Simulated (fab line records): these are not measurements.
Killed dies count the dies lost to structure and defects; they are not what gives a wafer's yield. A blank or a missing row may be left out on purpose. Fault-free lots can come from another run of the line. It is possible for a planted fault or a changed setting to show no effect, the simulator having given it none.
fab line records	flow n5-finfet
[record] lots = 10	wafers = 30	last-day = 18
route steps=1938 shown BEOL_M8@1368 PASSIVATION@1936
lots with no fault: from the same line, run without faults
start-h: start of the lot's first displayed wafer, in hours after the record's first day	wait-h: hours from the lot's prior step to this one	" unchanged from the row above	L1.1+2: several wafers, shown together as one row	- no value, or no start was given	* or withheld: withheld	< > ~ a bound
route shown NAME@n: a module of which the file shows steps, and the number in the route of the first	usual: mean/standard deviation taken from wafers without a fault	same: alike in all rows	chamber/n: place in a boat	sites: per-site readings	_std_site: standard deviation of those values	_edge_site: the outer-site mean with the inner-site mean subtracted	radius-mm: for every site, how far away it sits from the centre of the wafer	mask NAME#n: copy n	behind: the tool/chamber that last shaped the wafer	hold: cause of the lot's hold/its duration in hours/its outcome	device: which transistor (n, p or np) failed to switch	end of line: tests of these same wafers at the route's end	for a step that has no rows: nothing shown but its recipe	killed: dies lost to structure and defects at the first sort, not the wafer's yield	map: a wafer's dies, x killed, . not, _ none there
set.NAME: the setting as run; set.NAME@STEP: as run at that earlier step	model.NAME: the simulator's own value behind a step, which no gauge read
steps of the route over a sample of lots; a table a step, a row a wafer
services: from which hour (start-h, from the record's first day; less than 0 if before it) a tool's chamber was out of use, for how many hours, and why
[[steps]]
[step N5_BEOL_M8_DESCUM_33]
[recipe] chemistry = O2	time-s = 7	source-power-w = 50	bias-power-w = 20	pressure-mtorr = 20	rf-frequency-hz = 2.712e+07	temp-c = 40	resist = CAR-EUV	o2-flow-sccm = 225
[usual] chamber-pressure-mTorr = 20.000/0.017	drypump-motor-current-A = 5.9/0.45	oes-product-au = 0.82/0.099	rf-vpp-V = 243.0/1.4	showerhead-plenum-p-Torr = 2.08/0.068	throttle-valve-pct = 20.29/0.25
lot.wafer	tool	chamber	start-h	wait-h	chamber-pressure-mTorr	drypump-motor-current-A	oes-product-au	rf-hours-counter-h	rf-vpp-V	showerhead-plenum-p-Torr	throttle-valve-pct
L584.2	rie-diel-03	0	224.13	0.0	20.018	6.3	0.94	11	242.8	2.05	19.90
L584.4	"	2	"	"	19.985	6.4	0.71	-	239.7	1.98	20.37
L584.5	"	1	"	"	19.999	5.8	0.71	-	245.0	2.16	20.42
L586.2	rie-diel-03	1	227.26	0.1	20.012	5.8	0.70	224	243.2	2.16	20.42
L586.3	"	0	"	"	19.998	6.3	0.93	13	243.0	2.05	19.91
L586.6	"	1	"	"	19.998	5.8	0.70	-	244.3	2.16	20.43
L587.3	rie-diel-02	1	233.06	0.0	19.997	4.8	0.67	249	240.6	1.98	20.37
L587.4	"	0	"	"	20.012	5.5	0.78	125	244.3	2.09	20.00
L587.5	"	2	"	"	19.996	5.6	0.91	-	243.1	2.13	20.62
L592.2	rie-diel-02	3	274.54	0.0	19.961	5.8	0.76	128	243.0	2.09	20.43
L592.4	"	1	"	"	19.982	4.8	0.98	2	246.3	2.24	20.03
L592.5	"	0	"	"	20.036	5.5	0.76	-	242.1	2.08	20.00
L595.3	rie-diel-02	2	288.65	0.1	19.980	5.6	0.87	54	243.1	2.13	20.66
L595.5	"	2	"	"	20.000	5.6	0.87	-	243.7	2.13	20.67
L595.6	"	3	"	"	20.008	5.8	0.76	-	241.9	2.09	20.45
L598.2	rie-diel-03	3	307.53	0.0	19.972	6.3	0.90	26	243.7	2.06	20.45
L598.3	"	0	"	"	20.000	6.3	0.86	-	241.1	2.04	19.94
L598.4	"	3	"	"	20.000	6.3	0.90	-	242.3	2.06	20.44
L599.1	rie-diel-02	3	320.10	0.0	20.011	5.9	0.74	143	243.5	2.09	20.47
L599.4	"	0	"	"	19.999	5.5	0.75	156	243.2	2.08	20.03
L599.5	"	3	"	"	20.001	5.9	0.75	-	243.1	2.09	20.46
L600.2	rie-diel-03	1	337.71	0.0	19.994	5.8	0.95	9	243.9	2.15	20.12
L600.4	"	3	"	"	20.008	6.3	0.88	-	242.7	2.05	20.46
L600.6	"	0	"	"	19.993	6.3	0.84	-	242.5	2.04	19.98
L601.1	rie-diel-03	1	348.78	0.2	19.988	5.8	0.93	13	243.6	2.15	20.13
L601.5	"	2	"	"	19.981	6.4	1.01	-	247.1	2.23	20.06
L601.6	"	3	"	"	20.014	6.3	0.87	-	241.6	2.05	20.47
L602.1	rie-diel-03	2	351.25	0.0	19.989	6.4	1.00	1	246.2	2.23	20.06
L602.3	"	3	"	"	19.989	6.3	0.86	45	242.6	2.05	20.45
L602.5	"	0	"	"	19.984	6.3	0.84	-	242.6	2.04	19.97
[step N5_BEOL_M8_ETCH_72]
[recipe] chemistry = N2/H2	target = underlayer	target-depth-a = 65	mask-material = CAR-EUV	time-s = 5.2	ion-energy-ev = 200	pressure-mtorr = 30	source-w = 840	bias-w = 150	n2-flow-sccm = 200	h2-flow-sccm = 200	ends = cleared
[usual] chamber-pressure-mTorr = 29.99/0.041	drypump-motor-current-A = 5.9/0.45	etch-rf-on-time-s = 5.19/0.06	oes-product-au = 0.70/0.083	rf-vpp-V = 523.7/2.5	showerhead-plenum-p-Torr = 2.53/0.081	throttle-valve-pct = 17.73/0.22
lot.wafer	tool	chamber	start-h	wait-h	chamber-pressure-mTorr	drypump-motor-current-A	etch-rf-on-time-s	oes-product-au	rf-hours-counter-h	rf-vpp-V	showerhead-plenum-p-Torr	throttle-valve-pct
L584.2	rie-diel-03	0	224.17	0.0	29.97	6.3	5.25	0.80	11	523.4	2.50	17.31
L584.4	"	2	"	"	30.07	6.4	5.16	0.60	-	519.5	2.41	17.80
L584.5	"	1	"	"	30.00	5.8	5.20	0.60	-	526.9	2.62	17.85
L586.2	rie-diel-03	1	227.29	0.0	30.05	5.8	5.20	0.61	224	525.7	2.62	17.86
L586.3	"	0	"	"	29.98	6.3	5.32	0.79	13	521.3	2.49	17.33
L586.6	"	1	"	"	29.99	5.8	5.22	0.60	-	525.0	2.62	17.87
L587.3	rie-diel-02	1	233.09	0.0	29.99	4.9	5.15	0.58	249	520.4	2.40	17.93
L587.4	"	0	"	"	30.01	5.5	5.18	0.65	125	526.0	2.55	17.55
L587.5	"	2	"	"	30.03	5.6	5.20	0.77	-	523.8	2.59	17.95
L592.2	rie-diel-02	3	274.57	0.0	29.98	5.8	5.27	0.64	128	523.9	2.55	17.87
L592.4	"	1	"	"	29.99	4.8	5.30	0.84	2	530.0	2.72	17.50
L592.5	"	0	"	"	29.94	5.5	5.18	0.65	-	524.2	2.54	17.57
L595.3	rie-diel-02	2	288.68	0.0	29.99	5.6	5.22	0.75	54	525.5	2.58	18.00
L595.5	"	2	"	"	30.00	5.7	5.19	0.74	-	527.4	2.58	17.98
L595.6	"	3	"	"	29.97	5.8	5.19	0.65	-	524.6	2.55	17.89
L598.2	rie-diel-03	3	307.59	0.0	29.99	6.3	5.06	0.78	26	522.3	2.50	17.91
L598.3	"	0	"	"	29.97	6.3	5.19	0.74	-	522.5	2.48	17.37
L598.4	"	3	"	"	30.01	6.3	5.11	0.77	-	523.0	2.50	17.87
L599.1	rie-diel-02	3	320.14	0.0	30.04	5.9	5.28	0.65	143	523.4	2.54	17.89
L599.4	"	0	"	"	29.98	5.5	5.22	0.64	156	523.9	2.54	17.59
L599.5	"	3	"	"	30.02	5.9	5.27	0.65	-	524.7	2.54	17.88
L600.2	rie-diel-03	1	337.74	0.0	29.99	5.8	5.14	0.81	9	525.2	2.61	17.52
L600.4	"	3	"	"	30.00	6.3	5.14	0.75	-	520.9	2.49	17.89
L600.6	"	0	"	"	30.01	6.3	5.29	0.73	-	522.4	2.48	17.37
L601.1	rie-diel-03	1	348.82	0.0	30.08	5.8	5.13	0.80	13	527.2	2.61	17.52
L601.5	"	2	"	"	30.05	6.4	5.03	0.86	-	529.7	2.71	17.43
L601.6	"	3	"	"	29.95	6.3	5.06	0.75	-	526.4	2.49	17.92
L602.1	rie-diel-03	2	351.29	0.0	29.97	6.4	5.06	0.86	1	529.3	2.72	17.46
L602.3	"	3	"	"	30.01	6.3	5.14	0.75	45	520.3	2.49	17.90
L602.5	"	0	"	"	29.94	6.3	5.22	0.71	-	522.1	2.47	17.38
[step N5_BEOL_M8_STRIP_80]
[recipe] chemistry = N2/H2	time-s = 10	power-w = 450	temp-c = 40	pressure-mtorr = 20	rf-frequency-hz = 6e+07	bias-power-w = 7	n2-flow-sccm = 200	h2-flow-sccm = 200
[usual] bias-power-w = 6.999/0.021	chamber-pressure-mTorr = 19.999/0.02	drypump-motor-current-A = 5.9/0.45	oes-product-au = 0.82/0.098	rf-vpp-V = 59.0/0.98	showerhead-plenum-p-Torr = 2.53/0.081	throttle-valve-pct = 23.50/0.22
lot.wafer	tool	chamber	start-h	wait-h	bias-power-w	chamber-pressure-mTorr	drypump-motor-current-A	oes-product-au	rf-hours-counter-h	rf-vpp-V	showerhead-plenum-p-Torr	throttle-valve-pct
L584.2	rie-diel-03	0	224.48	-	7.027	20.012	6.3	0.94	11	59.4	2.49	23.10
L584.4	"	2	"	"	7.003	20.023	6.4	0.71	-	59.5	2.41	23.50
L584.5	"	1	"	"	6.983	19.990	5.8	0.70	-	59.0	2.62	23.54
L586.2	rie-diel-03	1	227.61	-	6.992	20.015	5.8	0.70	224	61.1	2.62	23.56
L586.3	"	0	"	"	6.981	19.975	6.3	0.93	13	58.4	2.49	23.09
L586.6	"	1	"	"	7.006	19.983	5.8	0.70	-	59.3	2.62	23.57
L587.3	rie-diel-02	1	233.41	-	7.000	20.032	4.8	0.68	249	58.2	2.40	23.75
L587.4	"	0	"	"	7.003	19.988	5.5	0.78	125	59.8	2.55	23.37
L587.5	"	2	"	"	6.999	20.023	5.7	0.90	-	59.3	2.59	23.72
L592.2	rie-diel-02	3	274.89	-	7.013	19.968	5.9	0.78	128	59.1	2.54	23.59
L592.4	"	1	"	"	7.015	20.010	4.8	0.99	2	60.9	2.72	23.46
L592.5	"	0	"	"	7.007	20.029	5.5	0.76	-	60.0	2.54	23.38
L595.3	rie-diel-02	2	289.00	-	-	-	-	-	-	-	-	-
L595.5	"	2	"	"	-	-	-	-	-	-	-	-
L595.6	"	3	"	"	-	-	-	-	-	-	-	-
L598.2	rie-diel-03	3	308.06	-	-	-	-	-	-	-	-	-
L598.3	"	0	"	"	-	-	-	-	-	-	-	-
L598.4	"	3	"	"	-	-	-	-	-	-	-	-
L599.1	rie-diel-02	3	320.45	-	7.002	20.002	5.8	0.75	143	58.7	2.54	23.61
L599.4	"	0	"	"	7.019	20.005	5.6	0.75	156	59.9	2.53	23.42
L599.5	"	3	"	"	7.013	20.024	5.9	0.75	-	59.1	2.54	23.62
L600.2	rie-diel-03	1	338.05	-	7.027	19.991	5.8	0.95	9	60.5	2.60	23.34
L600.4	"	3	"	"	6.985	19.999	6.3	0.89	-	59.1	2.49	23.82
L600.6	"	0	"	"	7.001	20.018	6.3	0.86	-	59.3	2.47	23.15
L601.1	rie-diel-03	1	349.13	-	7.024	19.997	5.8	0.92	13	60.2	2.60	23.34
L601.5	"	2	"	"	7.016	19.988	6.4	1.02	-	59.2	2.71	23.22
L601.6	"	3	"	"	7.026	20.019	6.3	0.87	-	59.3	2.49	23.83
L602.1	rie-diel-03	2	351.60	-	7.000	20.000	6.4	1.00	1	59.2	2.71	23.22
L602.3	"	3	"	"	7.014	19.978	6.3	0.87	45	58.5	2.49	23.84
L602.5	"	0	"	"	6.951	20.013	6.3	0.83	-	58.8	2.47	23.16
[step N5_BEOL_M8_OCD_MEAS_38]
[usual] trench-depth-nm = 93.7/0.88
lot.wafer	tool	chamber	start-h	wait-h	trench-depth-nm
L584.2	ocd-02	-	224.57	-	94.3
L584.4	"	-	"	"	94.2
L584.5	"	-	"	"	93.9
L586.2	ocd-01	-	227.69	-	93.1
L586.3	"	-	"	"	93.1
L586.6	"	-	"	"	93.1
L587.3	ocd-01	-	233.49	-	94.4
L587.4	"	-	"	"	93.9
L587.5	"	-	"	"	93.8
L592.2	ocd-02	-	274.97	-	92.3
L592.4	"	-	"	"	93.6
L592.5	"	-	"	"	93.1
L595.3	ocd-01	-	289.08	-	94.1
L595.5	"	-	"	"	94.3
L595.6	"	-	"	"	94.0
L598.2	ocd-02	-	308.16	-	94.7
L598.3	"	-	"	"	94.4
L598.4	"	-	"	"	94.2
L599.1	ocd-01	-	320.53	-	92.3
L599.4	"	-	"	"	92.9
L599.5	"	-	"	"	92.4
L600.2	ocd-02	-	338.14	-	93.6
L600.4	"	-	"	"	94.8
L600.6	"	-	"	"	93.4
L601.1	ocd-02	-	349.21	-	94.7
L601.5	"	-	"	"	96.3
L601.6	"	-	"	"	94.4
L602.1	ocd-02	-	351.68	-	96.3
L602.3	"	-	"	"	94.2
L602.5	"	-	"	"	93.4
[step N5_PASSIVATION_PROBE_49]
[usual] defect-limited-yield = 91.4/1.5	killed_at_M0_to_M3 = 31/11	killed_at_M4_up = 13/5.5	killed-at-contacts = 13/6.3	killed-at-front-end = 40/13	killed-at-other = 3.3/2.6	killed-dies = 101/18	killed-on-rim = 13/4	killed-open = 67/13	killed-short = 33/7.9	sort_bin_5_function = 5.1/1	sort_bin_6_memory = 3.2/0.68	sort-n-pass = 1079/18	sort-yield-pct = 91.4/1.5
[same] gross-dies = 1180	killed-at-back-side = 0	sort_bin_4_leakage[%] = 0	sort_bin_8_speed[%] = 0
lot.wafer	tool	chamber	start-h	wait-h	defect-limited-yield[%]	killed_at_M0_to_M3	killed_at_M4_up	killed-at-contacts	killed-at-front-end	killed-at-other	killed-dies	killed-on-rim	killed-open	killed-short	sort_bin_5_function[%]	sort_bin_6_memory[%]	sort-n-pass	sort-yield-pct[%]
L587.3	prober-02	-	297.86	0.1	92.4	22	15	9	43	1	90	10	64	26	4.8	2.5	1090	92.4
L587.4	prober-02	-	297.91	0.2	92.0	27	14	11	40	2	94	9	62	32	4.7	3.2	1086	92.0
L587.5	prober-02	-	297.96	0.2	90.6	39	17	9	44	2	111	13	67	43	5.1	4.2	1069	90.6
L595.3	prober-02	-	359.16	0.1	84.3	51	61	19	50	4	185	19	128	57	9.2	6.1	995	84.3
L595.5	prober-02	-	359.26	0.2	84.4	54	73	9	40	8	184	23	128	56	9.9	5.2	996	84.4
L595.6	prober-02	-	359.31	0.3	84.7	45	47	14	71	4	181	24	137	44	9.3	5.8	999	84.7
L598.2	prober-02	-	370.08	0.1	88.5	18	72	20	26	0	136	18	101	34	7.4	4.0	1044	88.5
L598.3	prober-02	-	370.13	0.1	90.3	17	58	6	30	4	115	14	83	31	5.9	3.5	1065	90.3
L598.4	prober-02	-	370.18	0.2	88.9	25	52	9	44	1	131	11	94	35	6.8	4.0	1049	88.9
L600.2	prober-02	-	406.18	0.3	92.5	37	17	12	22	0	88	10	58	30	4.2	3.0	1092	92.5
L600.4	prober-02	-	406.28	0.4	92.2	38	13	1	40	0	92	14	52	38	4.0	3.3	1088	92.2
L600.6	prober-02	-	406.38	0.5	93.0	30	9	11	31	2	83	10	52	31	4.4	2.4	1097	93.0
L601.1	prober-02	-	422.03	0.0	91.6	23	8	21	46	1	99	14	66	33	5.0	3.1	1081	91.6
L601.5	prober-02	-	422.23	0.2	91.0	24	11	13	56	2	106	12	76	30	5.6	3.1	1074	91.0
L601.6	prober-02	-	422.28	0.3	92.1	30	12	6	40	5	93	13	68	23	5.3	2.5	1087	92.1
L602.1	prober-02	-	422.33	0.1	89.8	37	7	13	58	5	120	10	70	50	6.7	3.4	1060	89.8
L602.3	prober-02	-	422.43	0.2	91.8	36	15	8	34	4	97	14	59	38	5.0	2.8	1083	91.8
L602.5	prober-02	-	422.53	0.3	90.9	36	11	22	32	6	107	18	75	32	4.8	3.9	1073	90.9
// killed by level:class
L587.3 STI_FIN_REVEAL:geometric-particle:open=18 MOL_CONTACT_COAG:geometric-particle:open=6 BEOL_M1:geometric-particle:open=6 BEOL_M4:geometric-particle:open=6 STI_FIN_REVEAL:geometric-particle:short=4 GATE_CUT:geometric-particle:short=4 BEOL_M0_SAQP:geometric-particle:open=4 FIN_SAQP:geometric-particle:open=3
L587.4 MOL_CONTACT_COAG:geometric-particle:open=8 FIN_SAQP:geometric-particle:open=8 BEOL_M3:geometric-particle:open=7 STI_FIN_REVEAL:geometric-particle:open=6 BEOL_M2:geometric-particle:open=6 FIN_SAQP:geometric-particle:short=5 GATE_CUT:geometric-particle:short=5 BEOL_M4:geometric-particle:open=4
L587.5 FIN_SAQP:geometric-particle:short=17 STI_FIN_REVEAL:geometric-particle:open=10 BEOL_M2:geometric-particle:open=9 BEOL_M3:geometric-particle:open=9 MOL_CONTACT_COAG:geometric-particle:open=7 BEOL_M1:geometric-particle:open=7 FIN_SAQP:geometric-particle:open=5 BEOL_M4:geometric-particle:open=5
L595.3 BEOL_M8:geometric-particle:open=35 BEOL_M0_SAQP:geometric-particle:open=22 MOL_CONTACT_COAG:geometric-particle:open=15 BEOL_M3:geometric-particle:open=13 BEOL_M8:geometric-particle:short=10 FIN_SAQP:geometric-particle:open=9 GATE_CUT:geometric-particle:short=9 BEOL_M0_SAQP:geometric-particle:short=9
L595.5 BEOL_M8:geometric-particle:open=34 BEOL_M3:geometric-particle:open=17 FIN_SAQP:geometric-particle:open=11 BEOL_M0_SAQP:geometric-particle:open=11 BEOL_M4:geometric-particle:open=10 BEOL_M8:geometric-particle:short=9 FIN_SAQP:geometric-particle:short=8 GATE_CUT:geometric-particle:short=7
L595.6 BEOL_M8:geometric-particle:open=37 FIN_SAQP:geometric-particle:open=22 STI_FIN_REVEAL:geometric-particle:open=17 FIN_SAQP:geometric-particle:short=13 BEOL_M0_SAQP:geometric-particle:open=11 BEOL_M3:geometric-particle:open=11 MOL_CONTACT_COAG:geometric-particle:open=10 BEOL_M0_SAQP:geometric-particle:short=10
L598.2 BEOL_M8:geometric-particle:open=44 BEOL_M4:geometric-particle:open=15 MOL_CONTACT_COAG:geometric-particle:short=10 MOL_CONTACT_COAG:geometric-particle:open=10 BEOL_M2:geometric-particle:open=9 BEOL_M8:geometric-particle:short=7 FIN_SAQP:geometric-particle:open=6 FIN_SAQP:geometric-particle:short=4
L598.3 BEOL_M8:geometric-particle:open=34 FIN_SAQP:geometric-particle:open=10 BEOL_M8:geometric-particle:short=8 BEOL_M4:geometric-particle:open=7 BEOL_M0_SAQP:geometric-particle:open=6 FIN_SAQP:geometric-particle:short=5 STI_FIN_REVEAL:geometric-particle:open=5 BEOL_M2:geometric-particle:open=4
L598.4 BEOL_M8:geometric-particle:open=37 FIN_SAQP:geometric-particle:open=14 STI_FIN_REVEAL:geometric-particle:open=13 BEOL_M8:geometric-particle:short=9 MOL_CONTACT_COAG:geometric-particle:open=8 BEOL_M2:geometric-particle:open=7 BEOL_M0_SAQP:geometric-particle:short=6 GATE_CUT:geometric-particle:short=5
L600.2 MOL_CONTACT_COAG:geometric-particle:open=10 BEOL_M4:geometric-particle:open=7 BEOL_M0_SAQP:geometric-particle:short=6 BEOL_M3:geometric-particle:open=6 BEOL_M1:geometric-particle:open=6 BEOL_M2:geometric-particle:open=6 DUMMY_GATE:geometric-particle:open=4 GATE_CUT:geometric-particle:open=4
L600.4 BEOL_M3:geometric-particle:open=11 BEOL_M0_SAQP:geometric-particle:short=7 BEOL_M0_SAQP:geometric-particle:open=6 FIN_SAQP:geometric-particle:short=5 DUMMY_GATE:geometric-particle:open=5 STI_FIN_REVEAL:geometric-particle:open=5 DUMMY_GATE:geometric-particle:short=4 GATE_CUT:geometric-particle:short=4
L600.6 MOL_CONTACT_COAG:geometric-particle:open=11 FIN_SAQP:geometric-particle:short=6 BEOL_M0_SAQP:geometric-particle:open=6 BEOL_M1:geometric-particle:open=6 GATE_CUT:geometric-particle:short=5 BEOL_M0_SAQP:geometric-particle:short=5 GATE_CUT:geometric-particle:open=4 BEOL_M1:geometric-particle:short=4
L601.1 STI_FIN_REVEAL:geometric-particle:open=22 MOL_CONTACT_COAG:geometric-particle:open=17 GATE_CUT:geometric-particle:short=8 BEOL_M0_SAQP:geometric-particle:short=7 FIN_SAQP:geometric-particle:open=6 BEOL_M1:geometric-particle:open=6 BEOL_M0_SAQP:geometric-particle:open=5 MOL_CONTACT_COAG:geometric-particle:short=4
L601.5 FIN_SAQP:geometric-particle:open=18 MOL_CONTACT_COAG:geometric-particle:open=12 DUMMY_GATE:geometric-particle:open=9 GATE_CUT:geometric-particle:short=8 BEOL_M0_SAQP:geometric-particle:short=7 BEOL_M1:geometric-particle:open=7 STI_FIN_REVEAL:geometric-particle:open=5 BEOL_M4:geometric-particle:open=5
L601.6 STI_FIN_REVEAL:geometric-particle:open=9 BEOL_M1:geometric-particle:open=9 FIN_SAQP:geometric-particle:open=7 BEOL_M3:geometric-particle:open=7 BEOL_M4:geometric-particle:open=6 MOL_CONTACT_COAG:geometric-particle:open=5 BEOL_M0_SAQP:geometric-particle:short=5 STI_FIN_REVEAL:geometric-particle:short=4
L602.1 STI_FIN_REVEAL:geometric-particle:open=10 MOL_CONTACT_COAG:geometric-particle:open=10 FIN_SAQP:geometric-particle:open=9 FIN_SAQP:geometric-particle:short=9 STI_FIN_REVEAL:geometric-particle:short=8 BEOL_M0_SAQP:geometric-particle:short=8 BEOL_M3:geometric-particle:open=7 BEOL_M1:geometric-particle:short=5
L602.3 BEOL_M0_SAQP:geometric-particle:short=10 BEOL_M0_SAQP:geometric-particle:open=9 BEOL_M1:geometric-particle:open=9 MOL_CONTACT_COAG:geometric-particle:open=7 STI_FIN_REVEAL:geometric-particle:open=6 FIN_SAQP:geometric-particle:short=5 GATE_CUT:geometric-particle:short=5 BEOL_M4:geometric-particle:open=5
L602.5 MOL_CONTACT_COAG:geometric-particle:open=20 BEOL_M3:geometric-particle:open=9 BEOL_M1:geometric-particle:open=8 STI_FIN_REVEAL:geometric-particle:open=8 FIN_SAQP:geometric-particle:short=6 FIN_SAQP:geometric-particle:open=6 BEOL_M0_SAQP:geometric-particle:open=6 BEOL_M0_SAQP:geometric-particle:short=5
[[services]]
tool	chamber	start-h	hours	kind
rie-diel-02	1	238.88	-	clean
rie-diel-02	1	238.88	-	consumable-replace:focus-ring
rie-diel-02	1	238.88	-	consumable-replace:showerhead
rie-diel-02	1	238.88	29.3	scheduled-down
rie-diel-02	1	238.88	29.3	vent-cycle
rie-diel-03	1	296.75	-	clean
rie-diel-03	1	296.75	-	consumable-replace:focus-ring
rie-diel-03	1	296.75	21.4	scheduled-down
rie-diel-03	1	296.75	21.4	vent-cycle
rie-diel-03	-	297.60	0.3	repair
rie-diel-03	2	307.14	2.8	repair
rie-diel-03	2	325.56	-	clean
rie-diel-03	2	325.56	-	consumable-replace:focus-ring
rie-diel-03	2	325.56	-	consumable-replace:showerhead
rie-diel-03	2	325.56	22.2	scheduled-down
rie-diel-03	2	325.56	22.2	vent-cycle
rie-diel-02	1	347.22	1.7	repair
[[key]]
[first-sign] step = N5_BEOL_M8_STRIP_80	reading = tool-record	direction = missing
[effect] step = N5_PASSIVATION_PROBE_49	reading = killed_at_M4_up	direction = up	sigmas = 8.5	usual = 13	struck = 60
[more-kills-born-at] N5_BEOL_M8_STRIP_80@rie-diel-03 = 134	N5_BEOL_M8_STRIP_80@rie-diel-02 = 123
met-at N5_BEOL_M8_STRIP_80
struck-lots L595,L598
not-acting-at N5_BEOL_M8_DESCUM_33,N5_BEOL_M8_ETCH_72,N5_BEOL_M8_OCD_MEAS_38
onset-between 274.89 289.00
[earlier-fault] kind = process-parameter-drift	tool = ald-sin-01	chamber = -	onset-h = 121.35	steps = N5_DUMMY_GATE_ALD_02	channel = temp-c	offset = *	shape = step	end-h = 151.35	acts-in = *	stated = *
[fault] kind = skipped-step-whole	tool = rie-diel-02,rie-diel-03	chamber = -	onset-h = 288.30	steps = N5_BEOL_M8_STRIP_80	scope = struck-lots-only
